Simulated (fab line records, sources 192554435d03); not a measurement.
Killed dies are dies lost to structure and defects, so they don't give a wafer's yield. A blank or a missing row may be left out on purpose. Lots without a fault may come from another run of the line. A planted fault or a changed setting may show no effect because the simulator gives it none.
Which tool did it? | flow n5_finfet | 11 lots, 33 wafers sampled, at 5 steps of a route of 1938

WHAT THE GAUGES READ, wafer by wafer
N5_DUMMY_GATE_INSPECT_27: inspects for defects (brightfield). Usual: raw_defect_count 292, standard deviation 84.
lot  | measured    | on                | raw_defect_count | flag
L628 | day 3 10:37 | defect_inspect-02 | 139 254 184      |
L630 | day 3 22:54 | defect_inspect-02 | 261 297 315      |
L633 | day 4 19:05 | defect_inspect-02 | 264 258 270      |
L638 | day 6 04:51 | defect_inspect-02 | 238 203 223      |
L639 | day 6 08:47 | defect_inspect-02 | 334 401 337      |
L640 | day 6 11:28 | defect_inspect-01 | 267 208 239      |
L641 | day 6 18:01 | defect_inspect-01 | 240 277 382      |
L644 | day 7 10:39 | defect_inspect-01 | 343 374 329      |
L647 | day 8 09:25 | defect_inspect-02 | 311 276 378      |
L648 | day 8 11:32 | defect_inspect-01 | 326 331 415      |
L649 | day 8 19:47 | defect_inspect-02 | 536 383 322      |

N5_SPACER0_INSPECT_04: inspects for defects (darkfield). Usual: raw_defect_count 138, standard deviation 35.
lot  | measured    | on                | raw_defect_count | flag
L628 | day 3 11:13 | defect_inspect-01 | 105 196 175      |
L630 | day 4 01:32 | defect_inspect-02 | 142 144 141      |
L633 | day 4 23:15 | defect_inspect-01 | 135 149 137      |
L638 | day 6 05:28 | defect_inspect-02 | 106 129 89       |
L639 | day 6 09:23 | defect_inspect-01 | 169 175 168      |
L640 | day 6 12:25 | defect_inspect-01 | 140 90 91        |
L641 | day 6 18:37 | defect_inspect-01 | 76 120 155       |
L644 | day 7 11:16 | defect_inspect-02 | 126 166 173      |
L647 | day 8 11:11 | defect_inspect-02 | 149 133 175      |
L648 | day 8 12:10 | defect_inspect-01 | 160 144 155      |
L649 | day 8 20:29 | defect_inspect-01 | 245 140 152      |

N5_BEOL_M4_RC_MEAS_101. Usual: DIBL_N 37.7 mV/V, standard deviation 2; DIBL_P 37.7 mV/V, standard deviation 2.3; IOFF_N 0.18 nA/um, standard deviation 0.039; IOFF_P 0.23 nA/um, standard deviation 0.042; ION_N 681 uA/um, standard deviation 12; ION_P 463 uA/um, standard deviation 8; SS_N 71.9 mV/dec, standard deviation 0.68; SS_P 73.6 mV/dec, standard deviation 0.71; VT_N 248 mV, standard deviation 3.2; VT_P -249 mV, standard deviation 3.1.
lot  | measured     | on        | DIBL_N (mV/V)  | DIBL_P (mV/V)  | IOFF_N (nA/um) | IOFF_P (nA/um) | ION_N (uA/um) | ION_P (uA/um) | SS_N (mV/dec)  | SS_P (mV/dec)  | VT_N (mV)   | VT_P (mV)      | flag
L628 | day 12 01:04 | prober-02 | 42.7 36.7 42.0 | 41.4 34.8 40.6 | 0.26 0.13 0.25 | 0.31 0.18 0.30 | 704 672 707   | 480 465 482   | 73.3 71.3 72.9 | 74.6 72.9 74.4 | 244 254 245 | -245 -254 -247 |
L630 | day 12 14:16 | prober-01 | 36.2 37.5 41.2 | 35.5 38.0 40.8 | 0.13 0.16 0.24 | 0.16 0.20 0.24 | 658 679 677   | 441 457 452   | 72.6 72.2 72.4 | 73.6 72.6 74.0 | 254 251 245 | -256 -254 -250 |
L633 | day 13 10:34 | prober-01 | 40.2 39.1 38.9 | 40.8 39.3 38.2 | 0.22 0.21 0.19 | 0.27 0.24 0.22 | 673 687 662   | 456 465 449   | 72.8 72.5 71.9 | 74.5 73.8 73.5 | 246 247 251 | -248 -248 -251 |
L641 | day 15 08:53 | prober-01 | 40.9 37.4 37.9 | 40.7 36.3 36.6 | 0.22 0.16 0.16 | 0.30 0.22 0.22 | 692 676 679   | 477 468 471   | 72.4 71.1 71.7 | 74.6 73.8 73.2 | 244 248 250 | -242 -250 -249 |
L644 | day 16 00:22 | prober-01 | 38.0 37.0 39.6 | 36.7 35.4 38.5 | 0.18 0.16 0.20 | 0.22 0.20 0.24 | 665 677 681   | 457 462 463   | 71.2 71.2 72.0 | 73.7 73.1 74.4 | 248 248 246 | -250 -249 -251 |
L647 | day 17 01:52 | prober-02 | 38.5 35.3 36.5 | 36.9 35.0 36.6 | 0.20 0.15 0.15 | 0.21 0.19 0.20 | 681 682 671   | 464 464 457   | 72.8 71.3 71.7 | 73.6 73.6 73.2 | 247 248 251 | -249 -249 -249 |
L648 | day 17 05:06 | prober-02 | 39.4 36.0 38.5 | 38.3 34.0 39.8 | 0.22 0.17 0.22 | 0.26 0.19 0.30 | 685 680 688   | 469 459 471   | 73.2 71.6 71.4 | 73.9 72.8 73.6 | 245 249 244 | -247 -251 -246 |
L649 | day 17 18:26 | prober-02 | 36.5 33.3 36.9 | 36.5 31.9 37.3 | 0.16 0.12 0.19 | 0.26 0.17 0.26 | 662 680 686   | 460 463 475   | 71.5 70.8 72.2 | 73.6 73.0 74.0 | 250 248 248 | -245 -251 -246 |

WHICH TOOL RAN EACH LOT (tool, then ch and the chambers of the sampled wafers, then the start)
lot  | N5_SPACER0_ALD_08                | N5_SD_EPI_N_EPI_21
L628 | ald_sin-04 ch 0,2,3, day 3 11:04 | epi_rpcvd-01 ch 0, day 3 13:40
L630 | ald_sin-03 ch 1,2,3, day 4 01:23 | epi_rpcvd-01 ch 0, day 4 03:38
L633 | ald_sin-04 ch 0,1,2, day 4 23:05 | epi_rpcvd-02 ch 0, day 5 01:26
L638 | ald_sin-02 ch 2,3, day 6 05:18   | epi_rpcvd-02, day 6 08:10
L639 | ald_sin-04 ch 1,3, day 6 09:13   | epi_rpcvd-03, day 6 11:27
L640 | ald_sin-02 ch 0,1,2, day 6 12:16 | epi_rpcvd-01, day 6 14:50
L641 | ald_sin-04 ch 1,2,3, day 6 18:28 | epi_rpcvd-02 ch 0, day 6 21:12
L644 | ald_sin-03 ch 1,2, day 7 11:06   | epi_rpcvd-01 ch 0, day 7 14:37
L647 | ald_sin-04 ch 0,2,3, day 8 11:02 | epi_rpcvd-02 ch 0, day 8 13:31
L648 | ald_sin-04 ch 0,1, day 8 12:00   | epi_rpcvd-03 ch 0, day 8 14:43
L649 | ald_sin-04 ch 0,1,3, day 8 20:20 | epi_rpcvd-01 ch 0, day 8 23:12
- N5_SPACER0_ALD_08: deposits SiNx, target thk 2 nm.
- N5_SD_EPI_N_EPI_21: deposits Si:P, time 690 s.

WHAT THE TOOLS THEMSELVES READ (means of the sampled wafers that have a number; where no wafer has one, the mark that the record gives instead)
N5_SPACER0_ALD_08. Usual: heater_power_w 840 W, standard deviation 62.
lot  | tool       | heater_power_w (W) | flag
L628 | ald_sin-04 | 827                |
L630 | ald_sin-03 | 860                |
L633 | ald_sin-04 | 852                |
L638 | ald_sin-02 | 772                |
L639 | ald_sin-04 | 826                |
L640 | ald_sin-02 | 873                |
L641 | ald_sin-04 | 868                |
L644 | ald_sin-03 | 871                |
L647 | ald_sin-04 | 837                |
L648 | ald_sin-04 | 833                |
L649 | ald_sin-04 | 820                |

N5_SD_EPI_N_EPI_21. Usual: chamber_pressure_Torr 255.0 Torr, standard deviation 0.52.
lot  | tool         | chamber_pressure_Torr (Torr) | flag
L628 | epi_rpcvd-01 | 254.8                        |
L630 | epi_rpcvd-01 | 255.6                        |
L633 | epi_rpcvd-02 | 255.3                        |
L638 | epi_rpcvd-02 | -                            | OFF
L639 | epi_rpcvd-03 | -                            | OFF
L640 | epi_rpcvd-01 | -                            | OFF
L641 | epi_rpcvd-02 | 254.4                        |
L644 | epi_rpcvd-01 | 254.3                        |
L647 | epi_rpcvd-02 | 254.4                        |
L648 | epi_rpcvd-03 | 255.3                        |
L649 | epi_rpcvd-01 | 255.5                        |

THE ANSWER, worked out from the rows above alone
Rule: a lot is off if the mean of its wafers that have a number lies more than 3 standard deviations from the usual mean. A lot without any number at a reading at which 4 lots or more have one is off too. The other lots that the step has rows for count as sound. The gauges are gone through in route order, then the tools' own readings, and for those a lot's mean is taken as printed above. The first step at which some lot is off is used, and at that step the reading that is off furthest; a lot without a number counts as furthest.
Off: L638, L639, L640, at N5_SD_EPI_N_EPI_21 (chamber_pressure_Torr). Without a number there: L638, L639, L640.
A tool fits if, at that step or a process step before it, it ran every lot that is off, and no sound lot after the first of them. None of those tried fits.

WHAT THE SIMULATOR HAD PUT IN
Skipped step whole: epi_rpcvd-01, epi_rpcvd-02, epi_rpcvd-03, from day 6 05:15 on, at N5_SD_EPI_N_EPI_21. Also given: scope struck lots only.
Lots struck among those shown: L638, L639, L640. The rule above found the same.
